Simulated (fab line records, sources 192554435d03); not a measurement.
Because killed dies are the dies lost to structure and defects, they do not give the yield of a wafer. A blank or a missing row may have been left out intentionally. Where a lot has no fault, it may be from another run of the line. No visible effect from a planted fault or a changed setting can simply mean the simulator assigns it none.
Split-lot experiment || flow n5-finfet || 7 lots, 21 wafers read, on a route of 1938 steps

SPLIT DETAILS
At N5_BEOL_M5_EXPOSE_08 (exposes mask M5, target cd 28 nm), the setting dose-mj was moved away from the recipe's 35.75 on 10 of the 21 wafers read, by -4.3% to +7.2%. This setting was run at the recipe's value on the other wafers.

FROM THE SPLIT TO THE READING: what the file shows between them, 26 steps
- N5_BEOL_M5_PEB_09: peb time 60 s
- N5_BEOL_M5_DEVELOP_10: develop time 30 s
- N5_BEOL_M5_CD_MEAS_11: target cd 27.74 nm
- N5_BEOL_M5_DESCUM_16: chemistry O2, time 7 s
- N5_BEOL_M5_ETCH_72: etches underlayer in N2/H2, target depth 6.5 nm, time 5.2 s
- N5_BEOL_M5_ETCH_61: etches SiARC in CF4, target depth 15.6 nm, time 26 s
- N5_BEOL_M5_ETCH_62: etches SOC in N2/H2, target depth 75 nm, overetch 15 nm, time 112.5 s
- N5_BEOL_M5_STRIP_73: strips in N2/H2
- N5_BEOL_M5_STRIP_64: strips in CF4
- N5_BEOL_M5_HM_OPEN_17: chemistry Cl2/BCl3, target TiN, target depth 20 nm, overetch 6 nm
- N5_BEOL_M5_STRIP_19: strips in O2
- N5_BEOL_M5_CD_MEAS_18: pitch 56 nm, target cd 28 nm
- N5_BEOL_M5_COAT_65: time 60 s, resist thk 60 nm
- N5_BEOL_M5_COAT_66: time 60 s, resist thk 12 nm
- N5_BEOL_M5_ETCH_75: etches underlayer in N2/H2, target depth 6.5 nm, time 5.2 s
- N5_BEOL_M5_ETCH_67: etches SiARC in CF4, target depth 15.6 nm, time 26 s
- N5_BEOL_M5_ETCH_68: etches SOC in N2/H2, target depth 80 nm, overetch 16 nm, time 120 s
- N5_BEOL_M5_STRIP_69: strips in N2/H2
- N5_BEOL_M5_STRIP_76: strips in N2/H2
- N5_BEOL_M5_STRIP_85: strips in C4F6/O2
- N5_BEOL_M5_STRIP_36: strips in N2/H2
- N5_BEOL_M5_TRENCH_ETCH_37: etches SiCOH lowk in C4F6/O2, target depth 71.652 nm, time 24.7 s
- N5_BEOL_M5_ETCH_41: etches SiCN in CH3F/O2, target depth 31.5 nm, time 56.7 s
- N5_BEOL_M5_STRIP_91: strips in N2/H2, time 10 s
- N5_BEOL_M5_PRECLEAN_42: cleans in residue remover, time 60 s
- N5_BEOL_M5_SRD_43: time 30 s

THE READING
cd-nm, in nm, at N5_BEOL_M5_CD_MEAS_35 (target cd 28 nm, target cd y 24 nm). On this fab line, fault-free wafers typically give 28.0 nm with a standard deviation of 0.36 nm.

{"wafer": "L075.1", "tool, chamber at the split": "euv-scanner-02, 0", "dose-mj as run": 35.75, "against the recipe": "recipe", "cd-nm, nm": 27.9, "against lot-mates on the recipe": "-"}
{"wafer": "L075.5", "tool, chamber at the split": "euv-scanner-02, 0", "dose-mj as run": 34.25, "against the recipe": "-4.2%", "cd-nm, nm": 26.8, "against lot-mates on the recipe": -1.4}
{"wafer": "L075.6", "tool, chamber at the split": "euv-scanner-02, 0", "dose-mj as run": 35.75, "against the recipe": "recipe", "cd-nm, nm": 28.5, "against lot-mates on the recipe": "-"}
{"wafer": "L077.2", "tool, chamber at the split": "euv-scanner-01, 0", "dose-mj as run": 35.75, "against the recipe": "recipe", "cd-nm, nm": 28.4, "against lot-mates on the recipe": "-"}
{"wafer": "L077.4", "tool, chamber at the split": "euv-scanner-01, 0", "dose-mj as run": 35.75, "against the recipe": "recipe", "cd-nm, nm": 28.0, "against lot-mates on the recipe": "-"}
{"wafer": "L077.5", "tool, chamber at the split": "euv-scanner-01, 0", "dose-mj as run": 35.75, "against the recipe": "recipe", "cd-nm, nm": 27.9, "against lot-mates on the recipe": "-"}
{"wafer": "L081.2", "tool, chamber at the split": "euv-scanner-01, 0", "dose-mj as run": 35.75, "against the recipe": "recipe", "cd-nm, nm": 28.3, "against lot-mates on the recipe": "-"}
{"wafer": "L081.4", "tool, chamber at the split": "euv-scanner-01, 0", "dose-mj as run": 35.75, "against the recipe": "recipe", "cd-nm, nm": 28.6, "against lot-mates on the recipe": "-"}
{"wafer": "L081.6", "tool, chamber at the split": "euv-scanner-01, 0", "dose-mj as run": 35.75, "against the recipe": "recipe", "cd-nm, nm": 28.3, "against lot-mates on the recipe": "-"}
{"wafer": "L090.4", "tool, chamber at the split": "euv-scanner-02, 0", "dose-mj as run": 35.75, "against the recipe": "recipe", "cd-nm, nm": 27.6, "against lot-mates on the recipe": "-"}
{"wafer": "L090.5", "tool, chamber at the split": "euv-scanner-02, 0", "dose-mj as run": 37.59, "against the recipe": "+5.1%", "cd-nm, nm": 28.6, "against lot-mates on the recipe": "+1.0"}
{"wafer": "L090.6", "tool, chamber at the split": "euv-scanner-02, 0", "dose-mj as run": 37.59, "against the recipe": "+5.1%", "cd-nm, nm": 28.6, "against lot-mates on the recipe": "+1.0"}
{"wafer": "L091.3", "tool, chamber at the split": "euv-scanner-01, 0", "dose-mj as run": 34.21, "against the recipe": "-4.3%", "cd-nm, nm": 26.4, "against lot-mates on the recipe": "no lot-mate on the recipe"}
{"wafer": "L091.5", "tool, chamber at the split": "euv-scanner-01, 0", "dose-mj as run": 34.21, "against the recipe": "-4.3%", "cd-nm, nm": 26.1, "against lot-mates on the recipe": "no lot-mate on the recipe"}
{"wafer": "L091.6", "tool, chamber at the split": "euv-scanner-01, 0", "dose-mj as run": 34.21, "against the recipe": "-4.3%", "cd-nm, nm": 26.2, "against lot-mates on the recipe": "no lot-mate on the recipe"}
{"wafer": "L092.1", "tool, chamber at the split": "euv-scanner-01, 0", "dose-mj as run": 38.34, "against the recipe": "+7.2%", "cd-nm, nm": 29.6, "against lot-mates on the recipe": "+1.6"}
{"wafer": "L092.3", "tool, chamber at the split": "euv-scanner-01, 0", "dose-mj as run": 38.34, "against the recipe": "+7.2%", "cd-nm, nm": 29.5, "against lot-mates on the recipe": "+1.5"}
{"wafer": "L092.4", "tool, chamber at the split": "euv-scanner-01, 0", "dose-mj as run": 35.75, "against the recipe": "recipe", "cd-nm, nm": 28.0, "against lot-mates on the recipe": "-"}
{"wafer": "L093.1", "tool, chamber at the split": "euv-scanner-02, 0", "dose-mj as run": 35.75, "against the recipe": "recipe", "cd-nm, nm": 27.6, "against lot-mates on the recipe": "-"}
{"wafer": "L093.3", "tool, chamber at the split": "euv-scanner-02, 0", "dose-mj as run": 38.04, "against the recipe": "+6.4%", "cd-nm, nm": 28.9, "against lot-mates on the recipe": "+1.3"}
{"wafer": "L093.6", "tool, chamber at the split": "euv-scanner-02, 0", "dose-mj as run": 38.04, "against the recipe": "+6.4%", "cd-nm, nm": 28.9, "against lot-mates on the recipe": "+1.3"}

FIT RESULTS
A straight line over all 21 wafers: cd-nm changes by +0.23 nm for each +1% of dose-mj; r = +0.90; the points scatter about the line by 0.45 nm.
The same after taking each lot's own level away (the mean of its wafers on the recipe; 18 wafers): +0.223 nm for each +1%; r = +0.97; scatter 0.2 nm.
Per that fit: largest dose-mj move, reading shift of 1.6 nm.
Measured against the standard deviation above, the lots' own levels, which go from 27.60 to 28.40 nm, span 2.2 times it.
Consequently the slope shifts little with the lot-to-lot level, the two slopes agreeing.
Check: with one of the wafers moved furthest among these (+7.2%) left out of the fit, the line predicts +1.54 nm for it against its lot-mates. It came out at +1.6 nm against them.

THE WHOLE CHAIN: every reading that the file lists as answering this split, in the file's order
{"step": "N5_BEOL_M5_CD_MEAS_11", "what it does": "target cd 27.74 nm", "reading": "cd-nm", "change (the file's fit)": "+0.245 nm for each +1% of the setting", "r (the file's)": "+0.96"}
{"step": "N5_BEOL_M5_DESCUM_16", "what it does": "chemistry O2, time 7 s", "reading": "BEOL_M5.cd-nm (the simulator's own value, which no gauge read)", "change (the file's fit)": "+0.227 nm for each +1% of the setting", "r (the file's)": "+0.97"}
{"step": "N5_BEOL_M5_ETCH_72", "what it does": "etches underlayer in N2/H2, target depth 6.5 nm, time 5.2 s", "reading": "BEOL_M5.cd-nm (the simulator's own value, which no gauge read)", "change (the file's fit)": "+0.214 nm for each +1% of the setting", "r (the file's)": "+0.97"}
{"step": "N5_BEOL_M5_HM_OPEN_17", "what it does": "chemistry Cl2/BCl3, target TiN, target depth 20 nm, overetch 6 nm", "reading": "BEOL_M5.cd-nm (the simulator's own value, which no gauge read)", "change (the file's fit)": "+0.219 nm for each +1% of the setting", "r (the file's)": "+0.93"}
{"step": "N5_BEOL_M5_CD_MEAS_18", "what it does": "pitch 56 nm, target cd 28 nm", "reading": "cd-nm", "change (the file's fit)": "+0.219 nm for each +1% of the setting", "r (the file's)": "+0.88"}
{"step": "N5_BEOL_M5_ETCH_68", "what it does": "etches SOC in N2/H2, target depth 80 nm, overetch 16 nm, time 120 s", "reading": "BEOL_M5.cd-nm (the simulator's own value, which no gauge read)", "change (the file's fit)": "+0.24 nm for each +1% of the setting", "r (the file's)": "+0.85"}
{"step": "N5_BEOL_M5_TRENCH_ETCH_37", "what it does": "etches SiCOH lowk in C4F6/O2, target depth 71.652 nm, time 24.7 s", "reading": "BEOL_M5.cd-nm (the simulator's own value, which no gauge read)", "change (the file's fit)": "+0.197 nm for each +1% of the setting", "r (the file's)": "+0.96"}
{"step": "N5_BEOL_M5_CD_MEAS_35", "what it does": "target cd 28 nm, target cd y 24 nm", "reading": "cd-nm", "change (the file's fit)": "+0.224 nm for each +1% of the setting", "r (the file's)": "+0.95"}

FILE'S OWN FIT
cd-nm changes by +0.224 nm for each +1% of dose-mj, r = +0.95.
